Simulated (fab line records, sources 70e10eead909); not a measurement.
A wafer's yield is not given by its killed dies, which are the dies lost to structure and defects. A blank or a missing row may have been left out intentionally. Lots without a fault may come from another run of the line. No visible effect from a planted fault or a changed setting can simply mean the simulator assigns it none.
Which of the tools did it? -- flow nandHarc -- Sampling: 23 lots, 69 wafers, 6 of 1302 route steps

WHAT THE GAUGES READ, wafer by wafer
Not one reading of a measure or inspect step in the record can be checked against a usual standard deviation.

WHAT TOOL EACH LOT RAN ON (gives the tool, then ch and the chambers of the sampled wafers, and finally the start)
lot,NHARC_A_STAIRCASE_TRIM_20,NHARC_A_STAIRCASE_ETCH_190,NHARC_A_STAIRCASE_TRIM_198,NHARC_A_STAIRCASE_DESCUM_219,NHARC_A_STAIRCASE_TRIM_220,NHARC_A_STAIRCASE_ETCH_236
L076,"rieDiel-05 ch 0,2,3, day 16 01:22","rieDiel-13 ch 2,3, day 16 08:04 or earlier","rieDiel-13 ch 0,2,3, day 16 08:04 or earlier","rieDiel-07 ch 0,3, day 16 08:04","rieDiel-07 ch 1,2, day 16 08:09","rieDiel-07 ch 1,2,3, no start"
L075,"rieDiel-13 ch 0,2,3, day 16 01:40","rieDiel-07 ch 0,1,3, day 16 08:14 or earlier","rieDiel-07 ch 1,2,3, day 16 08:14 or earlier","rieDiel-05 ch 1,2,3, day 16 08:14","rieDiel-05 ch 0,1,2, day 16 08:20","rieDiel-05 ch 0,1,2, no start"
L074,"rieDiel-13 ch 0,1,3, day 16 07:17","rieDiel-07 ch 0,1,2, day 16 13:38 or earlier","rieDiel-05 ch 1,2,3, day 16 13:38 or earlier","rieDiel-05 ch 1,2,3, day 16 13:38","rieDiel-05 ch 0,1,2, day 16 13:44","rieDiel-07 ch 0,1,3, no start"
L077,"rieDiel-05 ch 0,2, day 17 15:42","rieDiel-13 ch 1,2, day 18 01:06 or earlier","rieDiel-13 ch 0,1, day 18 01:06 or earlier","rieDiel-13 ch 2,3, day 18 01:06","rieDiel-13 ch 0,1,3, day 18 01:13","rieDiel-13 ch 1,2, no start"
L079,"rieDiel-07 ch 0,2,3, day 17 22:52","rieDiel-07 ch 0,2,3, day 18 07:38 or earlier","rieDiel-07 ch 0,2,3, day 18 07:38 or earlier","rieDiel-13 ch 2,3, day 18 07:38","rieDiel-13 ch 2,3, day 18 07:44","rieDiel-07 ch 0,1, no start"
L080,"rieDiel-13 ch 0,1,2, day 17 23:19","rieDiel-13 ch 0,2,3, day 18 06:44 or earlier","rieDiel-13 ch 0,3, day 18 06:44 or earlier","rieDiel-13 ch 1,3, day 18 06:44","rieDiel-13 ch 0,1,2, day 18 06:53","rieDiel-13 ch 1,3, no start"
L081,"rieDiel-05 ch 0,1,2, day 18 23:36","rieDiel-13 ch 0,1, day 19 06:56 or earlier","rieDiel-13 ch 0,1, day 19 06:56 or earlier","rieDiel-13 ch 2,3, day 19 06:56","rieDiel-13 ch 0,1, day 19 07:01","rieDiel-07 ch 0,3, no start"
L082,"rieDiel-13 ch 0,1, day 19 10:39","rieDiel-05 ch 0,1, day 19 16:52 or earlier","rieDiel-07 ch 1,2, day 19 16:52 or earlier","rieDiel-05 ch 0,2, day 19 16:52","rieDiel-05 ch 2,3, day 19 16:56","rieDiel-05 ch 1,2, no start"
L083,"rieDiel-07 ch 0,2, day 19 10:47","rieDiel-13 ch 1,2,3, day 19 17:10 or earlier","rieDiel-05 ch 1,2,3, day 19 17:10 or earlier","rieDiel-07 ch 0,1,2, day 19 17:10","rieDiel-07 ch 0,2,3, day 19 17:16","rieDiel-13 ch 1,3, no start"
L084,"rieDiel-13 ch 0,1,2, day 20 04:19","rieDiel-05 ch 0,1,3, day 20 10:35 or earlier","rieDiel-13 ch 0,3, day 20 10:35 or earlier","rieDiel-13 ch 0,2,3, day 20 10:35","rieDiel-13 ch 1,2,3, day 20 10:40","rieDiel-13 ch 0,2,3, no start"
L085,"rieDiel-13 ch 0,1,3, day 20 04:28","rieDiel-07 ch 0,3, day 20 10:59 or earlier","rieDiel-07 ch 0,1,3, day 20 10:59 or earlier","rieDiel-05 ch 2,3, day 20 10:59","rieDiel-05 ch 2,3, day 20 11:03","rieDiel-07 ch 1,2,3, no start"
L086,"rieDiel-13 ch 0,2,3, day 20 18:06","rieDiel-05 ch 0,2, day 21 03:34 or earlier","rieDiel-05 ch 1,3, day 21 03:34 or earlier","rieDiel-07 ch 0,1,2, day 21 03:34","rieDiel-07 ch 0,1, day 21 03:39","rieDiel-05 ch 0,3, no start"
L088,"rieDiel-07 ch 0,1,3, day 21 10:53","rieDiel-07 ch 0,2,3, day 21 17:10 or earlier","rieDiel-13 ch 0,1,3, day 21 17:10 or earlier","rieDiel-05 ch 1,2,3, day 21 17:10","rieDiel-05 ch 2,3, day 21 17:15","rieDiel-13 ch 0,2, no start"
L089,"rieDiel-07 ch 1,2,3, day 21 14:41","rieDiel-13 ch 0,1,2, day 21 21:02 or earlier","rieDiel-05 ch 0,1,3, day 21 21:02 or earlier","rieDiel-05 ch 0,2,3, day 21 21:02","rieDiel-05 ch 0,2,3, day 21 21:07","rieDiel-07 ch 1,2,3, no start"
L087,"rieDiel-05 ch 0,2,3, day 21 14:58","rieDiel-05 ch 0,1, day 21 22:42 or earlier","rieDiel-07 ch 0,1,2, day 21 22:42 or earlier","rieDiel-05 ch 1,2,3, day 21 22:42","rieDiel-05 ch 0,2,3, day 21 22:47","rieDiel-07 ch 0,2,3, no start"
L091,"rieDiel-05 ch 0,2, day 22 03:31","rieDiel-05 ch 0,2,3, day 22 09:37 or earlier","rieDiel-05 ch 0,3, day 22 09:37 or earlier","rieDiel-13 ch 0,1,3, day 22 09:37","rieDiel-13 ch 1,2,3, day 22 09:42","rieDiel-13 ch 0,1, no start"
L090,"rieDiel-05 ch 0,2,3, day 22 04:36","rieDiel-07 ch 0,1,3, day 22 13:01 or earlier","rieDiel-07 ch 0,1,3, day 22 13:01 or earlier","rieDiel-13 ch 0,1,2, day 22 13:01","rieDiel-13 ch 0,1,2, day 22 13:06","rieDiel-05 ch 0,2,3, no start"
L093,"rieDiel-13 ch 1,2,3, day 23 03:53","rieDiel-05 ch 0,1,3, day 23 10:08 or earlier","rieDiel-05 ch 0,1,3, day 23 10:08 or earlier","rieDiel-07 ch 1,3, day 23 10:08","rieDiel-07 ch 0,3, day 23 13:59","rieDiel-13 ch 0,1,2, no start"
L092,"rieDiel-07 ch 0,1,3, day 23 03:56","rieDiel-07 ch 0,1,3, day 23 11:06 or earlier","rieDiel-07 ch 0,1,3, day 23 11:06 or earlier","rieDiel-13 ch 1,2,3, day 23 11:06","rieDiel-13 ch 2,3, day 23 11:13","rieDiel-05 ch 0,1,2, no start"
L094,"rieDiel-05 ch 0,1,3, day 24 06:10","rieDiel-13 ch 0,1,2, day 24 14:10 or earlier","rieDiel-05 ch 0,1,2, day 24 14:10 or earlier","rieDiel-13 ch 0,1,2, day 24 14:10","rieDiel-13 ch 0,1,2, day 24 14:16","rieDiel-13 ch 0,2,3, no start"
L096,"rieDiel-05 ch 1,3, day 24 18:47","rieDiel-05 ch 1,3, day 25 00:55 or earlier","rieDiel-05 ch 2,3, day 25 00:55 or earlier","rieDiel-07 ch 0,1,2, day 25 00:55","rieDiel-07 ch 0,2,3, day 25 01:02","rieDiel-07 ch 0,2,3, no start"
L095,"rieDiel-05 ch 2,3, day 25 01:15","rieDiel-13 ch 0,2,3, day 25 07:44 or earlier","rieDiel-13 ch 1,2,3, day 25 07:44 or earlier","rieDiel-07 ch 0,3, day 25 07:44","rieDiel-07 ch 1,3, day 25 07:49","rieDiel-07 ch 0,1,3, no start"
L097,"rieDiel-07 ch 2,3, day 25 16:34","rieDiel-07 ch 0,1,2, day 25 23:04 or earlier","rieDiel-13 ch 0,2, day 25 23:04 or earlier","rieDiel-05 ch 0,1,2, day 25 23:04","rieDiel-05 ch 0,2, day 25 23:09","rieDiel-05 ch 0,1, no start"
- NHARC_A_STAIRCASE_TRIM_20: chemistry O2, time 211.2 s.
- NHARC_A_STAIRCASE_ETCH_190: etches the open film in C4F8/O2, target depth 100 nm, time 40.5 s.
- NHARC_A_STAIRCASE_TRIM_198: chemistry O2, time 211.2 s.
- NHARC_A_STAIRCASE_DESCUM_219: chemistry O2, time 3 s.
- NHARC_A_STAIRCASE_TRIM_220: chemistry O2, time 211.2 s.
- NHARC_A_STAIRCASE_ETCH_236: etches the open film in C4F8/O2, target depth 100 nm, time 40.5 s.

AS READ BY THE TOOLS THEMSELVES (means over the sampled wafers that have a number; for cases with no such wafer, the mark the record gives instead)
NHARC_A_STAIRCASE_TRIM_20.
lot,tool,drypumpMotorCurrentA (A),oesProductAu (a.u.),rfVppV (V),showerheadPlenumPTorr (Torr),throttleValvePct (%)
L076,rieDiel-05,5.7,0.998,58.8,3.60,17.037
L075,rieDiel-13,6.3,1.005,57.5,3.51,17.033
L074,rieDiel-13,6.3,1.007,57.1,3.46,17.033
L077,rieDiel-05,5.9,1.003,58.2,3.65,17.042
L079,rieDiel-07,6.0,1.007,57.3,3.49,17.033
L080,rieDiel-13,6.4,1.003,57.6,3.61,17.036
L081,rieDiel-05,5.7,1.008,58.0,3.67,17.042
L082,rieDiel-13,6.5,1.002,58.2,3.46,17.034
L083,rieDiel-07,6.1,1.006,57.6,3.33,17.029
L084,rieDiel-13,6.4,0.996,57.6,3.60,17.036
L085,rieDiel-13,6.3,1.000,57.4,3.45,17.030
L086,rieDiel-13,6.3,1.006,57.5,3.49,17.039
L088,rieDiel-07,6.0,0.994,57.2,3.61,17.035
L089,rieDiel-07,5.9,0.994,57.4,3.50,17.044
L087,rieDiel-05,5.7,1.006,57.9,3.58,17.040
L091,rieDiel-05,5.9,1.014,58.3,3.63,17.048
L090,rieDiel-05,5.7,1.005,58.7,3.57,17.043
L093,rieDiel-13,6.3,0.998,57.2,3.58,17.034
L092,rieDiel-07,6.0,0.991,57.4,3.60,17.037
L094,rieDiel-05,5.7,1.005,57.7,3.59,17.037
L096,rieDiel-05,5.5,1.000,57.7,3.60,17.035
L095,rieDiel-05,5.4,1.006,58.6,3.55,17.048
L097,rieDiel-07,6.1,1.005,57.8,3.53,17.030

NHARC_A_STAIRCASE_ETCH_190.
lot,tool,oesProductAu (a.u.),rfVppV (V)
L076,rieDiel-13,0.946,895
L075,rieDiel-07,0.946,892
L074,rieDiel-07,0.946,890
L077,rieDiel-13,0.934,903
L079,rieDiel-07,0.941,894
L080,rieDiel-13,0.932,895
L081,rieDiel-13,0.936,894
L082,rieDiel-05,0.956,902
L083,rieDiel-13,0.957,899
L084,rieDiel-05,0.943,899
L085,rieDiel-07,0.951,898
L086,rieDiel-05,0.954,899
L088,rieDiel-07,0.940,902
L089,rieDiel-13,0.954,897
L087,rieDiel-05,0.954,901
L091,rieDiel-05,0.959,898
L090,rieDiel-07,0.939,898
L093,rieDiel-05,0.951,898
L092,rieDiel-07,0.937,899
L094,rieDiel-13,0.942,898
L096,rieDiel-05,0.942,895
L095,rieDiel-13,0.939,894
L097,rieDiel-07,0.940,895

NHARC_A_STAIRCASE_TRIM_198.
lot,tool,drypumpMotorCurrentA (A),oesProductAu (a.u.),rfVppV (V),showerheadPlenumPTorr (Torr),throttleValvePct (%)
L076,rieDiel-13,6.3,1.000,57.6,3.51,17.041
L075,rieDiel-07,6.0,0.996,57.5,3.52,17.030
L074,rieDiel-05,5.4,1.003,57.6,3.62,17.031
L077,rieDiel-13,6.4,1.001,58.1,3.57,17.034
L079,rieDiel-07,6.0,0.996,57.8,3.49,17.044
L080,rieDiel-13,6.3,1.001,57.4,3.35,17.047
L081,rieDiel-13,6.4,1.001,57.9,3.56,17.039
L082,rieDiel-07,5.9,1.007,57.6,3.42,17.038
L083,rieDiel-05,5.4,1.005,58.4,3.61,17.039
L084,rieDiel-13,6.3,0.995,56.8,3.35,17.035
L085,rieDiel-07,5.9,0.997,56.8,3.43,17.045
L086,rieDiel-05,5.5,1.009,57.4,3.62,17.033
L088,rieDiel-13,6.3,0.999,57.1,3.44,17.037
L089,rieDiel-05,5.7,1.003,57.7,3.60,17.040
L087,rieDiel-07,5.9,0.996,57.8,3.53,17.035
L091,rieDiel-05,6.0,0.998,57.8,3.58,17.041
L090,rieDiel-07,6.0,0.997,57.6,3.61,17.038
L093,rieDiel-05,5.7,1.006,57.4,3.59,17.039
L092,rieDiel-07,6.0,0.995,57.8,3.60,17.037
L094,rieDiel-05,5.7,1.012,57.9,3.64,17.040
L096,rieDiel-05,5.4,0.997,57.6,3.50,17.030
L095,rieDiel-13,6.3,1.008,57.7,3.57,17.034
L097,rieDiel-13,6.4,0.998,58.5,3.62,17.030

NHARC_A_STAIRCASE_DESCUM_219.
lot,tool,drypumpMotorCurrentA (A),oesProductAu (a.u.),rfVppV (V),showerheadPlenumPTorr (Torr),throttleValvePct (%)
L076,rieDiel-07,6.1,0.999,57.4,1.86,11.315
L075,rieDiel-05,5.4,1.002,58.5,1.96,11.316
L074,rieDiel-05,5.4,1.006,57.8,1.96,11.310
L077,rieDiel-13,6.2,0.991,57.9,1.98,11.310
L079,rieDiel-13,6.2,1.000,57.3,1.90,11.311
L080,rieDiel-13,6.3,0.990,58.5,1.93,11.316
L081,rieDiel-13,6.2,0.997,58.8,1.98,11.305
L082,rieDiel-05,5.9,1.007,58.9,1.98,11.313
L083,rieDiel-07,5.9,1.014,56.9,1.81,11.315
L084,rieDiel-13,6.3,0.995,58.6,1.89,11.316
L085,rieDiel-05,5.4,1.002,58.1,1.91,11.318
L086,rieDiel-07,5.9,1.000,57.8,1.92,11.314
L088,rieDiel-05,5.4,1.007,57.5,1.95,11.314
L089,rieDiel-05,5.7,1.000,58.7,1.94,11.305
L087,rieDiel-05,5.4,1.005,58.7,1.95,11.317
L091,rieDiel-13,6.3,1.003,56.9,1.86,11.314
L090,rieDiel-13,6.4,0.999,58.1,1.95,11.305
L093,rieDiel-07,6.0,0.996,58.0,1.94,11.307
L092,rieDiel-13,6.3,0.999,57.7,1.95,11.313
L094,rieDiel-13,6.3,1.003,57.5,1.94,11.314
L096,rieDiel-07,5.9,0.999,58.0,1.91,11.325
L095,rieDiel-07,6.1,0.991,58.8,2.04,11.309
L097,rieDiel-05,5.7,1.009,58.3,1.98,11.321

NHARC_A_STAIRCASE_TRIM_220.
lot,tool,drypumpMotorCurrentA (A),oesProductAu (a.u.),rfVppV (V),showerheadPlenumPTorr (Torr),throttleValvePct (%)
L076,rieDiel-07,5.8,0.999,57.4,3.39,17.046
L075,rieDiel-05,5.7,0.998,57.7,3.68,17.035
L074,rieDiel-05,5.7,1.008,58.7,3.68,17.032
L077,rieDiel-13,6.3,1.003,57.3,3.46,17.035
L079,rieDiel-13,6.1,0.998,57.4,3.49,17.035
L080,rieDiel-13,6.4,0.994,57.3,3.61,17.032
L081,rieDiel-13,6.4,1.002,57.1,3.56,17.026
L082,rieDiel-05,5.4,0.996,57.5,3.53,17.031
L083,rieDiel-07,6.0,1.004,58.2,3.48,17.034
L084,rieDiel-13,6.2,0.997,57.9,3.60,17.033
L085,rieDiel-05,5.4,1.003,58.2,3.58,17.032
L086,rieDiel-07,5.8,1.001,57.5,3.48,17.029
L088,rieDiel-05,5.4,1.002,57.2,3.51,17.036
L089,rieDiel-05,5.7,1.003,58.1,3.57,17.040
L087,rieDiel-05,5.7,1.003,58.2,3.57,17.038
L091,rieDiel-13,6.3,1.004,58.4,3.59,17.033
L090,rieDiel-13,6.4,1.002,58.2,3.59,17.032
L093,rieDiel-07,6.1,0.999,58.9,3.73,17.030
L092,rieDiel-13,6.2,0.991,57.8,3.62,17.033
L094,rieDiel-13,6.4,1.003,57.1,3.58,17.040
L096,rieDiel-07,6.0,1.005,57.5,3.65,17.036
L095,rieDiel-07,5.9,1.006,57.5,3.43,17.035
L097,rieDiel-05,5.9,0.999,58.4,3.62,17.037

NHARC_A_STAIRCASE_ETCH_236.
lot,tool,oesProductAu (a.u.),rfVppV (V)
L076,rieDiel-07,0.934,896
L075,rieDiel-05,0.950,900
L074,rieDiel-07,0.944,893
L077,rieDiel-13,0.948,902
L079,rieDiel-07,0.939,887
L080,rieDiel-13,0.941,893
L081,rieDiel-07,0.941,896
L082,rieDiel-05,0.956,900
L083,rieDiel-13,0.943,897
L084,rieDiel-13,0.947,894
L085,rieDiel-07,0.949,894
L086,rieDiel-05,0.949,898
L088,rieDiel-13,0.941,895
L089,rieDiel-07,0.944,895
L087,rieDiel-07,0.933,901
L091,rieDiel-13,0.933,893
L090,rieDiel-05,0.940,897
L093,rieDiel-13,0.943,897
L092,rieDiel-05,0.943,900
L094,rieDiel-13,0.944,894
L096,rieDiel-07,0.935,900
L095,rieDiel-07,0.933,898
L097,rieDiel-05,0.946,901

THE ANSWER, worked out from the rows above alone
Rule: usual is defined by the lots themselves. Put in order of their means at a reading, lots are off if they are a third of the lots or fewer, leave a main group of 4 or more, and stand apart from it by a gap of 3 or more times the standard deviation of the main group's means; of several such gaps the widest counts. The tables above print the reading to a certain number of digits; a main group whose means all agree to those digits is not used. A lot without any number at a reading at which 4 lots or more have one is off too. Where the step has rows for the other lots, those lots are counted as sound. Order of review: gauges by route order, followed by the tools' own readings, for which a lot's mean as printed above is used. At the first step where some lot is off, the reading lying furthest off is the one used; lots without a number count as furthest.
No lot is off on any of the readings shown, so nothing can be concluded from this.

WHAT THE SIMULATOR HAD PUT IN
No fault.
